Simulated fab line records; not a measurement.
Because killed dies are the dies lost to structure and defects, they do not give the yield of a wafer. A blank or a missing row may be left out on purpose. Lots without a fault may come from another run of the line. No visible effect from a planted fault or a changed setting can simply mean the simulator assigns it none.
Chamber matching || flow nandHarc || cmp-02 running NHARC_A_BLC_CMP_25: 4 sister chambers
The step polishes, t overpolish 30 s, target thk 150 nm. 4 wafers are shown with their chamber, then 7 later ones without.

== EACH WAFER AND ITS CHAMBER ==
{"wafer": "L728.4", "chamber": 2, "timeToEndpointS (s)": 31}
{"wafer": "L725.2", "chamber": 1, "timeToEndpointS (s)": 37}
{"wafer": "L731.2", "chamber": 0, "timeToEndpointS (s)": 30}
{"wafer": "L731.3", "chamber": 3, "timeToEndpointS (s)": 32}

== WAFERS WHOSE CHAMBER IS MISSING ==
{"wafer": "L731.5", "timeToEndpointS (s)": 30}
{"wafer": "L742.2", "timeToEndpointS (s)": 30}
{"wafer": "L742.3", "timeToEndpointS (s)": 39}
{"wafer": "L742.5", "timeToEndpointS (s)": 32}
{"wafer": "L743.1", "timeToEndpointS (s)": 25}
{"wafer": "L743.3", "timeToEndpointS (s)": 32}
{"wafer": "L743.4", "timeToEndpointS (s)": 33}

== EACH ONE'S CHAMBER ==
{"wafer": "L731.5", "from the rows above": "can't be placed: 0 or 2 or 3", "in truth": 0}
{"wafer": "L742.2", "from the rows above": "can't be placed: 0 or 2 or 3", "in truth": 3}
{"wafer": "L742.3", "from the rows above": 1, "in truth": 1}
{"wafer": "L742.5", "from the rows above": "can't be placed: 3 or 2 or 0", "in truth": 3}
{"wafer": "L743.1", "from the rows above": "can't be placed: 0 or 2 or 3", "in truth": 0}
{"wafer": "L743.3", "from the rows above": "can't be placed: 3 or 2 or 0", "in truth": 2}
{"wafer": "L743.4", "from the rows above": "can't be placed: 3 or 2 or 0 or 1", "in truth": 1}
1 of 7 placed correctly. Not placeable from these rows: 6 (in 6, the candidates include the true chamber). Placed wrongly: 0.
How it was worked out, from the rows above alone: a wafer's distance from a chamber is the root of the sum, over the readings, of the square of ((its reading less the chamber's mean) divided by the reading's scatter). The wafer belongs to the nearest chamber; if the next one is less than 2 further off, it can't be placed. A chamber's mean is the mean of its shown wafers. The scatter (one wafer shown for each chamber): square how far every hidden wafer sits from the nearest shown wafer, average those squares and take the square root.
